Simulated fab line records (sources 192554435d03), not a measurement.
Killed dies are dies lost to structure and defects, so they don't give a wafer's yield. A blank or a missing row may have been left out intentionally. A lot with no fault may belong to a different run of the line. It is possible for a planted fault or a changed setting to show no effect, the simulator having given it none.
Which tool is to blame?	flow n5-finfet	33 wafers from 11 lots sampled at 3 of the route's 1938 steps

## WHAT THE GAUGES SHOWED, per wafer
N5_BEOL_M13_INSPECT_55: inspects for defects (darkfield).
lot	measured	on	raw-defect-count
L717	day 11 06:52	defect-inspect-01	79 107 62
L719	day 11 17:38	defect-inspect-01	55 87 65
L718	day 12 01:06	defect-inspect-01	55 44 76
L722	day 12 21:04	defect-inspect-01	479 505 467
L725	day 13 06:38	defect-inspect-02	109 63 91
L728	day 14 02:57	defect-inspect-01	515 508 489
L731	day 14 11:04	defect-inspect-02	83 63 74
L733	day 15 10:13	defect-inspect-01	57 55 51
L734	day 15 15:47	defect-inspect-01	66 49 40
L737	day 16 19:52	defect-inspect-01	61 43 57
L738	day 17 04:48	defect-inspect-02	93 114 114

## WHICH TOOL RAN EACH LOT (tool, then ch and the chambers of the sampled wafers, then the start)
lot	N5_BEOL_M13_SPUTTER_44	N5_BEOL_M13_PRE_CLEAN_52
L717	pvd-sputter-01, day 11 05:25	pecvd-03 ch 0,1, day 11 06:45
L719	pvd-sputter-01, day 11 16:31	pecvd-04 ch 0,1,2, day 11 17:31
L718	pvd-sputter-03, day 12 00:00	pecvd-03 ch 0,1, day 12 00:59
L722	pvd-sputter-03, day 12 19:58	pecvd-03 ch 1,2, day 12 20:57
L725	pvd-sputter-02, day 13 05:31	pecvd-01 ch 0,1,2, day 13 06:32
L728	pvd-sputter-01, day 14 01:50	pecvd-03 ch 0,1, day 14 02:50
L731	pvd-sputter-03, day 14 09:58	pecvd-04 ch 0,1,2, day 14 10:57
L733	pvd-sputter-02, day 15 09:06	pecvd-01 ch 1,2, day 15 10:07
L734	pvd-sputter-03, day 15 14:03	pecvd-04 ch 0,2, day 15 15:40
L737	pvd-sputter-03, day 16 18:46	pecvd-04 ch 0,1,2, day 16 19:46
L738	pvd-sputter-02, day 17 03:36	pecvd-01 ch 0,2, day 17 04:39
- N5_BEOL_M13_SPUTTER_44: material Ta, target thk 10 nm, time 16.13 s.
- N5_BEOL_M13_PRE_CLEAN_52: time 15 s.

## THE ANSWER, worked out from the rows above alone
Rule: the lots themselves supply what counts as usual. Put in order of their means at a reading, lots are off if they are a third of the lots or fewer, leave a main group of 4 or more, and stand apart from it by a gap of 3 or more times the standard deviation of the main group's means; of several such gaps the widest counts. If all means in a main group match to the digits the tables above print for the reading, that group is not used. Also off: a lot with no number at a reading for which 4 or more lots have one. Any other lot the step has rows for is counted as sound.
Off: L722, L728, at N5_BEOL_M13_INSPECT_55 (raw-defect-count). The main group: mean 71, standard deviation 18.
A tool fits if, at a process step before that reading, it ran every lot that is off, and no sound lot after the first of them. Those tools and the gauges at N5_BEOL_M13_INSPECT_55 are tried in the same way. One fits: N5_BEOL_M13_PRE_CLEAN_52 on pecvd-03. Its last sound lot is L718 (day 12 00:59), its first lot that is off L722 (day 12 20:57): a fault that began between those two fits.

## WHAT THE SIMULATOR HAD INSERTED
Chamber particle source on pecvd-03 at N5_BEOL_M13_PRE_CLEAN_52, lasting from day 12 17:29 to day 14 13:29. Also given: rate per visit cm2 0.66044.
Struck lots among those shown: L722, L728. The rule above found the same.
